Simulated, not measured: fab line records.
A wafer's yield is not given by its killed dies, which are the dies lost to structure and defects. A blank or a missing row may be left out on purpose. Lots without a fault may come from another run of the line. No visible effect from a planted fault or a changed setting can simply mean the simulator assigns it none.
What tool caused it? + flow nand harc + 6 lots, 18 wafers sampled, at 2 steps of a route of 1159

== WHAT EACH GAUGE READ, for each wafer ==
NHARC_P_STI_CD_MEAS_09 targets a cd of 200 nm.
| lot  | measured    | on        | cd nm (nm)        |
|------|-------------|-----------|-------------------|
| L464 | day 2 17:45 | cd sem-01 | 203.5 202.8 204.0 |
| L467 | day 3 12:21 | cd sem-01 | 200.8 198.7 199.3 |
| L474 | day 5 05:00 | cd sem-02 | 212.3 214.7 215.2 |
| L476 | day 5 13:17 | cd sem-01 | 200.3 199.6 197.6 |
| L478 | day 6 06:47 | cd sem-01 | 202.1 199.5 198.4 |
| L484 | day 7 15:48 | cd sem-02 | 198.5 200.5 203.5 |

== TOOL THAT RAN EACH LOT (tool first, then ch and the chambers of the sampled wafers, then the start) ==
| lot  | NHARC_P_STI_PEB_07               |
|------|----------------------------------|
| L464 | litho track-05 ch 0, day 2 17:40 |
| L467 | litho track-02 ch 0, day 3 12:16 |
| L474 | litho track-05 ch 0, day 5 04:55 |
| L476 | litho track-02 ch 0, day 5 13:13 |
| L478 | litho track-02 ch 0, day 6 06:41 |
| L484 | litho track-02 ch 0, day 7 15:43 |
- NHARC_P_STI_PEB_07: peb time 80 s.

== THE ANSWER, worked out from the rows above alone ==
Rule: usual is defined by the lots themselves. Put in order of their means at a reading, lots are off if they are a third of the lots or fewer, leave a main group of 4 or more, and stand apart from it by a gap of 3 or more times the standard deviation of the main group's means; of several such gaps the widest counts. If all means in a main group match to the digits the tables above print for the reading, that group is not used. A lot without any number at a reading at which 4 lots or more have one is off too. Where the step has rows for the other lots, those lots are counted as sound.
Off at NHARC_P_STI_CD_MEAS_09 (cd nm): L474. Main group: mean 200.6 nm, sd 1.5.
If a tool, at a process step before that reading, ran all the lots that are off and no sound lot after the first of them, it fits. Gauges at NHARC_P_STI_CD_MEAS_09: tried the same way as those tools. One fits: litho track-05 at NHARC_P_STI_PEB_07. Its last sound lot is L464 (day 2 17:40), its first lot that is off L474 (day 5 04:55): a fault that began between those two fits.

== WHAT HAD BEEN PUT IN BY THE SIMULATOR ==
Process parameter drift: litho track-05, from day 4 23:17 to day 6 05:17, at NHARC_P_STI_PEB_07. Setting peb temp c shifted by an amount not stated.
Struck lots among those shown: L474. This agrees with what the rule above found.
